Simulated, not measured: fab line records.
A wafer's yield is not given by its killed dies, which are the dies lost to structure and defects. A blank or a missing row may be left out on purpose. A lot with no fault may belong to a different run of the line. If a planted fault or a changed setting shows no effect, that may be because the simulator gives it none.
fab line records | flow n5-finfet
[record] lots = 7 wafers = 39
route steps=1938 shown WELL_APT@24 FIN_CUT@160 HKMG_FIN@456
start-h: start of the lot's first displayed wafer, in hours after the record's first day | wait-h: time in hours since the lot's previous step | " unchanged from the row above | L1.1+2: one row covering several wafers at once | - no value, or no start was given | * or withheld: withheld | < > ~ a bound
route shown NAME@n: a module of which the file shows steps, and the number in the route of the first | usual: mean and standard deviation over wafers with no fault | same: alike in all rows | chamber/n: place in a boat | sites: readings site by site | _std_site: their standard deviation | _edge_site: inner sites' mean taken away from outer sites' mean | radius-mm: for every site, how far away it sits from the centre of the wafer | mask NAME#n: copy n | behind: tool/chamber where the wafer was last shaped | hold: why the lot went on hold/how many hours it stayed there/how the hold came to an end | device: whichever transistor did not switch (one of n, p or np) | end of line: the tests these same wafers got at the end of their route | a step with no rows: only its recipe | killed: the dies lost at the first sort to structure and to defects; this is not the yield of the wafer | map: per-die view of a wafer (x killed, . not killed, _ where there is no die)
set.NAME: setting as actually run; set.NAME@STEP: the setting as run at that earlier step | model.NAME: the simulator's own value behind a step, which no gauge read
lots whose settings were changed on purpose; a table a step, a row a wafer
[[steps]]
[step N5_WELL_APT_EXPOSE_05]
[recipe] mask-id = NWELL na = 0.8 source-shape = conventional sigma-outer = 0.8 polarization = unpolarized defocus-nm = 0 target-cd-nm = 200 dose-mj = 20.3
// columns lot.wafer tool chamber start-h wait-h mask set.dose-mj
L076.1+2+4 krf-scanner-02 0 25.64 - NWELL#0 20.3
L076.3+5+6 " 0 " " NWELL#0 18.71
L077.2+3+4 krf-scanner-01 0 31.51 - NWELL#0 20.3
L081.1+2+6 krf-scanner-02 0 55.68 - NWELL#0 20.3
L081.3+4+5 " 0 " " NWELL#0 20.91
L083.1+2+4 krf-scanner-01 0 67.72 - NWELL#0 20.3
L083.3+5+6 " 0 " " NWELL#0 21.47
L088.1+2+3+4+5+6 krf-scanner-02 0 97.56 - NWELL#0 20.3
L092.1+2+4 krf-scanner-02 0 121.69 - NWELL#0 20.3
L092.3+5+6 " 0 " " NWELL#0 21.35
L093.1+5+6 krf-scanner-01 0 127.63 - NWELL#0 21.14
L093.2+3+4 " 0 " " NWELL#0 20.3
[step N5_WELL_APT_PEB_06]
[recipe] peb-temp-c = 130 peb-time-s = 90
[step N5_WELL_APT_DEVELOP_07]
[recipe] develop-time-s = 45 rinse-liquid = surfactant-rinse dry = air-spin dev-temp-c = 21
[step N5_WELL_APT_HARDBAKE_12]
[recipe] temp-c = 130 time-s = 120
[step N5_WELL_APT_CD_MEAS_08]
[recipe] target-cd-nm = 200 landing-energy-ev = 500 detector = se-inlens
[usual] cd-nm = 199.3/2.9
// columns lot.wafer tool chamber start-h wait-h set.dose-mj@WELL_APT_EXPOSE_05 cd-nm
L076.1 cd-sem-03 0 25.81 - 20.3 197.2
L076.2 " 0 " " 20.3 199.9
L076.3 " 0 " " 18.71 188.3
L076.4 " 0 " " 20.3 200.0
L076.5 " 0 " " 18.71 188.5
L076.6 " 0 " " 18.71 185.6
L077.2 cd-sem-03 0 31.68 - 20.3 201.9
L077.3 " 0 " " 20.3 200.9
L077.4 " 0 " " 20.3 198.3
L081.1 cd-sem-03 0 55.85 - 20.3 198.5
L081.2 " 0 " " 20.3 197.8
L081.3 " 0 " " 20.91 203.1
L081.4 " 0 " " 20.91 199.9
L081.5 " 0 " " 20.91 200.3
L081.6 " 0 " " 20.3 195.6
L083.1 cd-sem-03 0 67.89 - 20.3 199.9
L083.2 " 0 " " 20.3 203.0
L083.3 " 0 " " 21.47 210.8
L083.4 " 0 " " 20.3 203.6
L083.5 " 0 " " 21.47 208.8
L083.6 " 0 " " 21.47 211.3
L088.1 cd-sem-02 0 97.73 - 20.3 196.5
L088.2 " 0 " " 20.3 193.5
L088.3 " 0 " " 20.3 196.0
L088.4 " 0 " " 20.3 195.7
L088.5 " 0 " " 20.3 194.5
L088.6 " 0 " " 20.3 193.4
L092.1 cd-sem-03 0 121.86 - 20.3 203.3
L092.2 " 0 " " 20.3 200.7
L092.3 " 0 " " 21.35 207.0
L092.4 " 0 " " 20.3 202.7
L092.5 " 0 " " 21.35 209.9
L092.6 " 0 " " 21.35 211.9
L093.1 cd-sem-01 0 127.81 - 21.14 203.1
L093.2 " 0 " " 20.3 195.4
L093.3 " 0 " " 20.3 202.8
L093.4 " 0 " " 20.3 197.3
L093.5 " 0 " " 21.14 207.6
L093.6 " 0 " " 21.14 207.5
[step N5_WELL_APT_DESCUM_13]
[recipe] chemistry = O2 time-s = 7.9 source-power-w = 50 bias-power-w = 20 pressure-mtorr = 20 rf-frequency-hz = 2.712e+07 temp-c = 40 o2-flow-sccm = 225
// columns lot.wafer tool chamber start-h wait-h set.dose-mj@WELL_APT_EXPOSE_05 model.WELL_APT.cd-nm
L076.1 rie-diel-06 2 25.94 0.1 20.3 197.3
L076.2 " 0 " " 20.3 199.5
L076.3+5 " 1 " " 18.71 188.2
L076.4 " 3 " " 20.3 200.4
L076.6 " 2 " " 18.71 186.1
L077.2 rie-diel-06 2 31.77 0.0 20.3 202.2
L077.3 " 1 " " 20.3 200.6
L077.4 " 0 " " 20.3 197.9
L081.1 rie-diel-02 1 55.94 0.0 20.3 198.9
L081.2 " 0 " " 20.3 197.8
L081.3 " 3 " " 20.91 203
L081.4 " 2 " " 20.91 199.8
L081.5 " 1 " " 20.91 200.3
L081.6 " 2 " " 20.3 195.3
L083.1 rie-diel-03 0 67.98 0.0 20.3 199.7
L083.2 " 3 " " 20.3 203.2
L083.3 " 2 " " 21.47 210.9
L083.4 " 1 " " 20.3 203.4
L083.5 " 1 " " 21.47 208.2
L083.6 " 2 " " 21.47 211.2
L088.1 rie-diel-06 2 97.82 0.0 20.3 196.2
L088.2 " 3 " " 20.3 193.4
L088.3 " 1 " " 20.3 196
L088.4 " 1 " " 20.3 195.7
L088.5 " 2 " " 20.3 194.6
L088.6 " 3 " " 20.3 193.6
L092.1 rie-diel-06 3 122.20 0.3 20.3 203.5
L092.2 " 1 " " 20.3 200.8
L092.3 " 0 " " 21.35 207
L092.4 " 2 " " 20.3 202.6
L092.5 " 0 " " 21.35 209.7
L092.6 " 3 " " 21.35 212.1
L093.1 rie-diel-06 2 127.89 0.0 21.14 203.3
L093.2 " 0 " " 20.3 195.2
L093.3 " 3 " " 20.3 202.6
L093.4 " 1 " " 20.3 197.2
L093.5 " 0 " " 21.14 207.6
L093.6 " 3 " " 21.14 207.5
[step N5_FIN_CUT_EXPOSE_05]
[recipe] mask-id = FIN_CUT na = 0.33 source-shape = annular sigma-inner = 0.35 sigma-outer = 0.8 polarization = unpolarized dose-mj = 45.75
// columns lot.wafer tool chamber start-h wait-h mask set.dose-mj
L076.1+3+6 euv-scanner-01 0 39.17 - FIN_CUT#0 47.1
L076.2+4+5 " 0 " " FIN_CUT#0 45.75
L077.2+3+4 euv-scanner-02 0 46.10 - FIN_CUT#0 45.75
L081.1+5+6 euv-scanner-01 0 69.56 - FIN_CUT#0 47.93
L081.2+3+4 " 0 " " FIN_CUT#0 45.75
L083.1+2+3+4+5+6 euv-scanner-02 0 80.21 - FIN_CUT#0 45.75
L088.1+2+4 euv-scanner-01 0 112.95 - FIN_CUT#0 45.75
L088.3+5+6 " 0 " " FIN_CUT#0 47.18
L092.1+2+3+4+5+6 euv-scanner-02 0 134.74 - FIN_CUT#0 45.75
L093.1+2+6 euv-scanner-01 0 141.36 - FIN_CUT#0 45.75
L093.3+4+5 " 0 " " FIN_CUT#0 47.99
[step N5_FIN_CUT_PEB_06]
[recipe] peb-temp-c = 100 peb-time-s = 60 resist = CAR-EUV
[step N5_FIN_CUT_DEVELOP_07]
[recipe] develop-time-s = 30 developer = TMAH resist = CAR-EUV rinse-liquid = surfactant-rinse dry = air-spin dev-temp-c = 23
[step N5_FIN_CUT_CD_MEAS_08]
[recipe] target-cd-nm = 29.1 landing-energy-ev = 500 detector = se-inlens polarity = opening
[usual] cd-nm = 29.16/0.23
// columns lot.wafer tool chamber start-h wait-h set.dose-mj@FIN_CUT_EXPOSE_05 cd-nm
L076.1 cd-sem-01 0 39.30 - 47.1 29.53
L076.2 " 0 " " 45.75 29.18
L076.3 " 0 " " 47.1 29.75
L076.4 " 0 " " 45.75 29.01
L076.5 " 0 " " 45.75 28.86
L076.6 " 0 " " 47.1 29.64
L077.2 cd-sem-03 0 46.23 - 45.75 29.05
L077.3 " 0 " " 45.75 29.14
L077.4 " 0 " " 45.75 29.33
L081.1 cd-sem-02 0 69.70 - 47.93 29.84
L081.2 " 0 " " 45.75 29.06
L081.3 " 0 " " 45.75 28.97
L081.4 " 0 " " 45.75 29.31
L081.5 " 0 " " 47.93 30.05
L081.6 " 0 " " 47.93 30.26
L083.1 cd-sem-02 0 80.35 - 45.75 29.06
L083.2 " 0 " " 45.75 29.29
L083.3 " 0 " " 45.75 29.06
L083.4 " 0 " " 45.75 29.33
L083.5 " 0 " " 45.75 29.27
L083.6 " 0 " " 45.75 29.15
L088.1 cd-sem-02 0 113.09 - 45.75 29.20
L088.2 " 0 " " 45.75 29.22
L088.3 " 0 " " 47.18 30.31
L088.4 " 0 " " 45.75 29.39
L088.5 " 0 " " 47.18 30.00
L088.6 " 0 " " 47.18 29.87
L092.1 cd-sem-03 0 134.87 - 45.75 29.22
L092.2 " 0 " " 45.75 29.67
L092.3 " 0 " " 45.75 29.15
L092.4 " 0 " " 45.75 29.48
L092.5 " 0 " " 45.75 29.17
L092.6 " 0 " " 45.75 29.27
L093.1 cd-sem-03 0 141.50 - 45.75 29.06
L093.2 " 0 " " 45.75 29.10
L093.3 " 0 " " 47.99 29.77
L093.4 " 0 " " 47.99 30.12
L093.5 " 0 " " 47.99 30.25
L093.6 " 0 " " 45.75 29.26
[step N5_FIN_CUT_DESCUM_13]
[recipe] chemistry = O2 time-s = 7 source-power-w = 50 bias-power-w = 20 pressure-mtorr = 20 rf-frequency-hz = 2.712e+07 temp-c = 40 resist = CAR-EUV o2-flow-sccm = 225
[step N5_FIN_CUT_ETCH_30]
[recipe] chemistry = N2/H2 target = underlayer target-depth-a = 130 mask-material = CAR-EUV time-s = 10.4 ion-energy-ev = 200 pressure-mtorr = 30 source-w = 840 bias-w = 150 n2-flow-sccm = 200 h2-flow-sccm = 200 ends = cleared
// columns lot.wafer tool chamber start-h wait-h set.dose-mj@FIN_CUT_EXPOSE_05 model.FIN_CUT.cd-offset-nm
L076.1 rie-diel-01 3 39.47 0.0 47.1 0.4
L076.2 " 0 " " 45.75 0
L076.3 " 1 " " 47.1 0
L076.4+5 " 0,1 " " 45.75 -0.2
L076.6 " 3 " " 47.1 0.6
L077.2 rie-diel-04 2 46.41 0.0 45.75 0.2
L077.3+4 " 0 " " 45.75 0
L081.1 rie-diel-04 2 69.86 0.0 47.93 0.8
L081.2+3 " 1,0 " " 45.75 0
L081.4 " 3 " " 45.75 0.2
L081.5+6 " 1,0 " " 47.93 1
L083.1+5 rie-diel-01 1 80.50 0.0 45.75 -0.4
L083.2+6 " 3 " " 45.75 0
L083.3+4 " 0 " " 45.75 -0.2
L088.1+2 rie-diel-05 1,3 113.25 0.0 45.75 0
L088.3 " 0 " " 47.18 1
L088.4 " 0 " " 45.75 0.4
L088.5+6 " 1,3 " " 47.18 0.6
L092.1+5 rie-diel-04 1 135.03 0.0 45.75 0
L092.2+6 " 2 " " 45.75 0.4
L092.3+4 " 0,3 " " 45.75 0.2
L093.1 rie-diel-05 0 141.67 0.0 45.75 0.4
L093.2+6 " 2 " " 45.75 0
L093.3 " 3 " " 47.99 0.8
L093.4+5 " 1,3 " " 47.99 1
[step N5_HKMG_FIN_ALD_21]
[recipe] material = TiN target-thk-a = 15 temp-c = 400 ald-precursor-family = TiCl4 ald-co-reactant = NH3 pulse-time-s = 1 purge-time-s = 3 co-reactant-purge-time-s = 2 co-reactant-pulse-time-s = 2 ald-cycles = 68 pressure-torr = 3
// columns lot.wafer tool chamber start-h wait-h set.ald-cycles model.TiN_of_HKMG_FIN_ALD_21.thk-nm
L076.1+3+5 ald-metal-02 1,3,3 91.23 0.3 77 1.6
L076.2+6 " 0 " " 68 1.4
L076.4 " 2 " " 68 1.6
L077.2+3+4 ald-metal-02 3,2,0 101.71 0.3 68 1.4
L081.1+2+5 ald-metal-04 3,2,2 120.24 0.3 68 1.6
L081.3+4+6 " 1,0,1 " " 60 1.4
L083.1+5 ald-metal-03 0,3 133.67 0.3 68 1.4
L083.2 " 2 " " 68 1.6
L083.3+4+6 " 3,1,0 " " 75 1.6
L088.1+2+4 ald-metal-04 0,1,2 163.11 0.3 57 1.2
L088.3 " 3 " " 68 1.4
L088.5+6 " 2,3 " " 68 1.6
L092.1+5+6 ald-metal-03 2,1,2 192.26 0.3 78 1.8
L092.2+3+4 " 1,3,3 " " 68 1.4
L093.1+4 ald-metal-02 2,3 193.18 0.3 68 1.4
L093.2+3+5 " 1,0,3 " " 65 1.4
L093.6 " 0 " " 68 1.6
[[key]]
[split] step = N5_WELL_APT_EXPOSE_05 setting = dose-mj stated = 20.3 by = wafer
[response] step = N5_WELL_APT_CD_MEAS_08 reading = cd-nm change = +1.48 per = 1% r = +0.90
[response] step = N5_WELL_APT_DESCUM_13 reading = model.WELL_APT.cd-nm change = +1.48 per = 1% r = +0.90
[split] step = N5_FIN_CUT_EXPOSE_05 setting = dose-mj stated = 45.75 by = wafer
[response] step = N5_FIN_CUT_CD_MEAS_08 reading = cd-nm change = +0.203 per = 1% r = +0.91
[response] step = N5_FIN_CUT_ETCH_30 reading = model.FIN_CUT.cd-offset-nm change = +0.173 per = 1% r = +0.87
[split] step = N5_HKMG_FIN_ALD_21 setting = ald-cycles stated = 68 by = wafer
[response] step = N5_HKMG_FIN_ALD_21 reading = model.TiN_of_HKMG_FIN_ALD_21.thk-nm change = +0.0186 per = 1% r = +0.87
